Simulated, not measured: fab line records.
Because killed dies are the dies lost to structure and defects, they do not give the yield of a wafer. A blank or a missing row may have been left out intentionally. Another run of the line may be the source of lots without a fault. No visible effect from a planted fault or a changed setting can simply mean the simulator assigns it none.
The tool behind it: which one?    flow nandHarc    36 wafers from 12 lots sampled at 5 of the route's 1159 steps

WHAT THE GAUGES READ, wafer by wafer
NHARC_END_SORT_01. Usual: killedAtArray 26, standard deviation 11; killedAtOther 0.6, standard deviation 1; killedAtPeriphery 3.1, standard deviation 2.1; killedDies 30, standard deviation 11; killedOpen 3.4, standard deviation 1.8; killedShort 2.1, standard deviation 1.5.
lot   measured      on         killedAtArray  killedAtOther  killedAtPeriphery  killedDies   killedOpen  killedShort  flag
L325  day 21 06:38  prober-02  15 15 16       0 0 1          662 662 660        677 677 677  3 1 3       1 2 0        OFF
L326  day 21 08:16  prober-01  17 24 21       2 4 1          658 649 655        677 677 677  4 5 3       2 7 5        OFF
L327  day 21 22:23  prober-02  24 25 21       0 1 0          653 651 656        677 677 677  5 5 3       2 5 0        OFF
L332  day 22 23:22  prober-01  30 33 28       0 0 0          3 3 5              33 36 33     2 4 4       1 2 0        
L333  day 22 23:26  prober-02  35 26 28       0 2 0          5 0 4              40 28 32     4 3 4       2 2 2        

WHAT TOOL EACH LOT RAN ON (gives the tool, then ch and the chambers of the sampled wafers, and finally the start)
lot   NHARC_P_ZERO_WELL_DESCUM_13       NHARC_P_ZERO_WELL_IMPLANT_40    NHARC_P_STI_ETCH_31                           NHARC_P_GATE_STRIP_75
L318  rieDiel-01 ch 1,3, day 1 19:17    implanter-01 ch 0, day 1 22:31  rieDiel-04 ch 0,1, day 5 06:33 or earlier     plasmaAsher-02 ch 0,1, day 5 06:33
L319  rieDiel-10 ch 0,2,3, day 2 01:16  implanter-01 ch 0, day 2 04:30  rieDiel-04 ch 0,1,2, day 6 07:14 or earlier   plasmaAsher-02 ch 0, day 6 07:14
L320  rieDiel-01 ch 0,1,3, day 2 07:19  implanter-02 ch 0, day 2 10:24  rieDiel-13 ch 0,3, day 6 00:59 or earlier     plasmaAsher-01 ch 0,1, day 6 00:59
L321  rieDiel-10 ch 0,1,2, day 2 13:25  implanter-02 ch 0, day 2 16:31  rieDiel-04 ch 0,1, day 6 02:52 or earlier     plasmaAsher-01 ch 0,1, day 6 02:52
L325  rieDiel-10 ch 0,1, day 3 13:25    implanter-01, day 3 16:34       -                                             -
L326  rieDiel-03 ch 0,1,2, day 3 19:25  implanter-01, day 3 22:30       -                                             -
L327  rieDiel-01 ch 1,2,3, day 4 01:16  implanter-02, day 4 04:25       -                                             -
L332  rieDiel-01 ch 0,1,2, day 5 07:38  implanter-01 ch 0, day 5 10:50  rieDiel-04 ch 0,1, day 9 05:47 or earlier     plasmaAsher-01 ch 0, day 9 05:47
L333  rieDiel-03 ch 0,1,2, day 5 13:24  implanter-02 ch 0, day 5 16:21  rieDiel-13 ch 1,2, day 9 06:24 or earlier     plasmaAsher-02 ch 0,1, day 9 06:24
L334  rieDiel-01 ch 2,3, day 5 19:24    implanter-01 ch 0, day 5 22:34  rieDiel-04 ch 1,3, day 9 13:13 or earlier     plasmaAsher-02 ch 0,1, day 9 13:13
L338  rieDiel-10 ch 1,2,3, day 6 19:18  implanter-01 ch 0, day 6 22:31  rieDiel-13 ch 2,3, day 10 09:46 or earlier    plasmaAsher-01 ch 0,1, day 10 09:46
L340  rieDiel-03 ch 0,1,2, day 7 07:25  implanter-01 ch 0, day 7 10:38  rieDiel-08 ch 1,2,3, day 11 00:35 or earlier  plasmaAsher-01 ch 0,1, day 11 00:35
- NHARC_P_ZERO_WELL_DESCUM_13: chemistry O2, time 3 s.
- NHARC_P_ZERO_WELL_IMPLANT_40
- NHARC_P_STI_ETCH_31: etches the open film in CF4/CHF3, target depth 108.9 nm, time 54.5 s.
- NHARC_P_GATE_STRIP_75: strips in O2.

AS READ BY THE TOOLS THEMSELVES (means over the sampled wafers that have a number; for cases with no such wafer, the mark the record gives instead)
NHARC_P_ZERO_WELL_DESCUM_13. Usual: drypumpMotorCurrentA 5.7 A, standard deviation 0.46; oesProductAu 0.996 a.u., standard deviation 0.011; rfVppV 57.8 V, standard deviation 0.89; showerheadPlenumPTorr 1.90 Torr, standard deviation 0.066; throttleValvePct 11.312 %, standard deviation 0.009.
lot   tool        drypumpMotorCurrentA (A)  oesProductAu (a.u.)  rfVppV (V)  showerheadPlenumPTorr (Torr)  throttleValvePct (%)  flag
L318  rieDiel-01  5.5                       0.996                57.3        1.85                          11.311                
L319  rieDiel-10  5.9                       0.997                57.1        1.92                          11.314                
L320  rieDiel-01  5.4                       0.997                57.8        1.89                          11.317                
L321  rieDiel-10  5.5                       0.994                57.9        1.96                          11.315                
L325  rieDiel-10  5.2                       1.000                58.2        1.99                          11.304                
L326  rieDiel-03  5.4                       1.008                57.8        1.84                          11.313                
L327  rieDiel-01  5.9                       0.990                58.3        1.88                          11.314                
L332  rieDiel-01  5.7                       0.993                59.1        1.90                          11.305                
L333  rieDiel-03  5.4                       0.996                57.7        1.84                          11.320                
L334  rieDiel-01  6.3                       0.982                57.9        1.90                          11.316                
L338  rieDiel-10  5.8                       0.996                58.1        1.96                          11.309                
L340  rieDiel-03  5.4                       1.000                58.2        1.84                          11.316                

NHARC_P_ZERO_WELL_IMPLANT_40. Usual: beamEnergyKeV 300.00, standard deviation 0.099; beamOnS 10.01 s, standard deviation 0.23.
lot   tool          beamEnergyKeV  beamOnS (s)  flag
L318  implanter-01  299.99         10.06        
L319  implanter-01  300.15         9.85         
L320  implanter-02  299.99         9.89         
L321  implanter-02  299.97         10.04        
L325  implanter-01  -              -            OFF
L326  implanter-01  -              -            OFF
L327  implanter-02  -              -            OFF
L332  implanter-01  299.98         10.10        
L333  implanter-02  300.13         10.11        
L334  implanter-01  299.87         9.99         
L338  implanter-01  300.04         10.05        
L340  implanter-01  299.99         9.94         

NHARC_P_STI_ETCH_31. Usual: biasW 200.1 W, standard deviation 0.6; drypumpMotorCurrentA 5.7 A, standard deviation 0.43; oesProductAu 0.959 a.u., standard deviation 0.019; rfVppV 370.5 V, standard deviation 2.4; showerheadPlenumPTorr 1.57 Torr, standard deviation 0.064; throttleValvePct 16.802 %, standard deviation 0.0098.
lot   tool        biasW (W)  drypumpMotorCurrentA (A)  oesProductAu (a.u.)  rfVppV (V)  showerheadPlenumPTorr (Torr)  throttleValvePct (%)  flag
L318  rieDiel-04  200.1      5.8                       0.964                369.9       1.55                          16.802                
L319  rieDiel-04  199.9      5.8                       0.960                369.3       1.52                          16.805                
L320  rieDiel-13  200.4      5.3                       0.958                371.9       1.60                          16.808                
L321  rieDiel-04  199.6      6.1                       0.959                368.7       1.53                          16.796                
L332  rieDiel-04  200.0      6.1                       0.961                369.5       1.53                          16.797                
L333  rieDiel-13  200.9      5.3                       0.973                372.3       1.63                          16.801                
L334  rieDiel-04  199.3      5.9                       0.975                369.5       1.54                          16.804                
L338  rieDiel-13  200.1      5.2                       0.924                372.6       1.61                          16.803                
L340  rieDiel-08  200.0      6.0                       0.973                369.8       1.53                          16.802                

NHARC_P_GATE_STRIP_75. Usual: drypumpMotorCurrentA 6.24 A, standard deviation 0.094; heaterPowerW 327 W, standard deviation 21.
lot   tool            drypumpMotorCurrentA (A)  heaterPowerW (W)  flag
L318  plasmaAsher-02  6.32                      345               
L319  plasmaAsher-02  6.22                      314               
L320  plasmaAsher-01  6.16                      314               
L321  plasmaAsher-01  6.16                      310               
L332  plasmaAsher-01  6.23                      300               
L333  plasmaAsher-02  6.26                      329               
L334  plasmaAsher-02  6.34                      342               
L338  plasmaAsher-01  6.17                      305               
L340  plasmaAsher-01  6.18                      308               

THE ANSWER, worked out from the rows above alone
Rule: a lot is off if the mean of its wafers that have a number lies more than 3 standard deviations from the usual mean. Also off: a lot with no number at a reading for which 4 or more lots have one. All remaining lots with rows at the step are treated as sound. Order of review: gauges by route order, followed by the tools' own readings, for which a lot's mean as printed above is used. The first step at which some lot is off is used, and at that step the reading that is off furthest; a lot without a number counts as furthest.
Off: L325, L326, L327 (NHARC_END_SORT_01, killedAtPeriphery). Neither off nor sound, because the step has no rows for them: L318, L319, L320, L321, L334, L338, L340.
If a tool, at a process step before that reading, ran all the lots that are off and no sound lot after the first of them, it fits. The gauges at NHARC_END_SORT_01 aren't tried: what is off there is off at NHARC_P_ZERO_WELL_IMPLANT_40 too, on other tools, and a gauge's error can't cause that. NHARC_P_STI_ETCH_31: start missing for some lots; hours and lot order therefore follow NHARC_P_GATE_STRIP_75. None of those tried fits.

WHAT HAD BEEN PUT IN BY THE SIMULATOR
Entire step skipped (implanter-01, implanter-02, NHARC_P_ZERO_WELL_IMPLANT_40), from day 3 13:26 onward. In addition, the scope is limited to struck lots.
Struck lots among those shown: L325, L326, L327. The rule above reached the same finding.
